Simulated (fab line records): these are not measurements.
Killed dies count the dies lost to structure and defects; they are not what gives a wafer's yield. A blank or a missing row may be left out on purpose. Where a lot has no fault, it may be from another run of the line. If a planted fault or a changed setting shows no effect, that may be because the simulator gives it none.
A struck lot beside a sound one / flow nand-harc / 17 out of 1159 route steps
Sound: these wafers, L722.1, L722.2, L722.5. The struck wafers were L741.3, L741.4, L741.6. Last of all comes the cause.
Order at every step that has rows: each side's tool, ch and its chambers, its first start. Under that, the readings that differ: sound wafers / struck wafers / difference of the means / sigmas: that difference in standard deviations of wafers without a fault.
alike: readings with means less than 2 such deviations apart, plus words and numbers identical on both sides. not compared: withheld readings, readings lacking a value on some wafer, bounds such as >300 that could conceal the same value, and numbers that have no deviation in the record and whose values overlap.
Wherever a step has rows on one side only, a row that says differs or no value, or a row with sigmas, the two part there. When numbers do not overlap yet have no deviation, they are printed without sigmas and do not part them. Lack of a reading on every wafer of one side parts them only where that side has two or more wafers.

first, 1 step without rows for these wafers: NHARC_A_BONDPAD_HARDBAKE_10 (time 65 s).
NHARC_A_BONDPAD_DESCUM_11: chemistry O2, time 3 s.
  sound on rie-diel-13 ch 0,2, day 18 05:53; struck on rie-diel-09 ch 0,2,3, day 23 13:55
  alike: drypump-motor-current-A, oes-product-au, rf-vpp-V, showerhead-plenum-p-Torr, throttle-valve-pct
  not compared: rf-hours-counter-h
then, 2 steps without rows for these wafers: NHARC_A_BONDPAD_ETCH_34 (etches the open film in N2/H2, target depth 60 nm, overetch 18 nm, time 65.91 s); NHARC_A_BONDPAD_ETCH_12 (etches the open film in CHF3/O2, target depth 220 nm, time 110 s).
NHARC_A_BONDPAD_CD_MEAS_13:
  sound on cd-sem-03, day 18 06:11; struck on cd-sem-02, day 23 14:14
  alike: cd-nm
NHARC_A_BONDPAD_STRIP_15: strips in O2.
  sound on rie-diel-13 ch 0,2, day 18 06:16; struck on rie-diel-10 ch 0,3, day 23 14:18
  alike: drypump-motor-current-A, oes-product-au, rf-vpp-V, showerhead-plenum-p-Torr, throttle-valve-pct
  not compared: rf-hours-counter-h
NHARC_A_BONDPAD_ETCH_24: etches the open film in CF4/N2, target depth 30 nm, time 72.99 s.
  sound on rie-diel-13 ch 0,2; struck on rie-diel-10 ch 0,3
reading=bias-w (W); sound=99.8 100.0 99.5; struck=100.5 100.6 101.0; difference=+0.9; sigmas=+3
  alike: drypump-motor-current-A, oes-product-au, rf-fwd-power-W, rf-vpp-V, showerhead-plenum-p-Torr, throttle-valve-pct
  not compared: rf-hours-counter-h
then, 4 steps without rows for these wafers: NHARC_A_BONDPAD_STRIP_16 (strips in post etch residue remover, time 600 s); NHARC_A_BONDPAD_DEGAS_25 (time 60 s); NHARC_A_BONDPAD_PRE_CLEAN_26 (time 30 s); NHARC_A_BONDPAD_PVD_17 (deposits TaN, target thk 5 nm, time 8.06 s).
NHARC_A_BONDPAD_PVD_27: deposits Cu, target thk 30 nm, time 20.49 s.
  sound on pvd-sputter-03; struck on pvd-sputter-01
  alike: throttle-valve-pct
NHARC_A_BONDPAD_ECD_18: material Cu, target thk 400 nm.
  sound on ecd-cu-01 ch 0,1, day 18 07:12; struck on ecd-cu-01 ch 0,1, day 23 15:21
  no value came back on the struck wafers for bath-heat-duty-pct (%), bath-temp-c (C); on the sound wafers bath-heat-duty-pct (%) reads 5.9 7.8 7.0
NHARC_A_BONDPAD_ANNEAL_28: time 90 s.
  sound on rtp-anneal-01 ch 0, day 18 07:38; struck on rtp-anneal-01 ch 0, day 23 15:44
  alike: wafer_temp_C_max
then, 1 step without rows for these wafers: NHARC_A_BONDPAD_CMP_19 (polishes, t overpolish 30 s, cu recess touch 16 s, target thk 169.8 nm).
NHARC_A_BONDPAD_THK_MEAS_20: measures by xrf.
  sound on film-metro-01, day 18 08:18; struck on film-metro-02, day 23 16:18
reading=thk-nm (nm); sound=167.1 165.5 165.8; struck=28.1 30.1 29.5; difference=-136.9; sigmas=-86
then, 1 step without rows for these wafers: NHARC_A_BONDPAD_SRD_21 (time 30 s, dry time 20 s).

## WHERE THEY PART
At NHARC_A_BONDPAD_ETCH_24 first; at NHARC_A_BONDPAD_THK_MEAS_20 last (within this record only).

WHY: whatever the simulator had introduced
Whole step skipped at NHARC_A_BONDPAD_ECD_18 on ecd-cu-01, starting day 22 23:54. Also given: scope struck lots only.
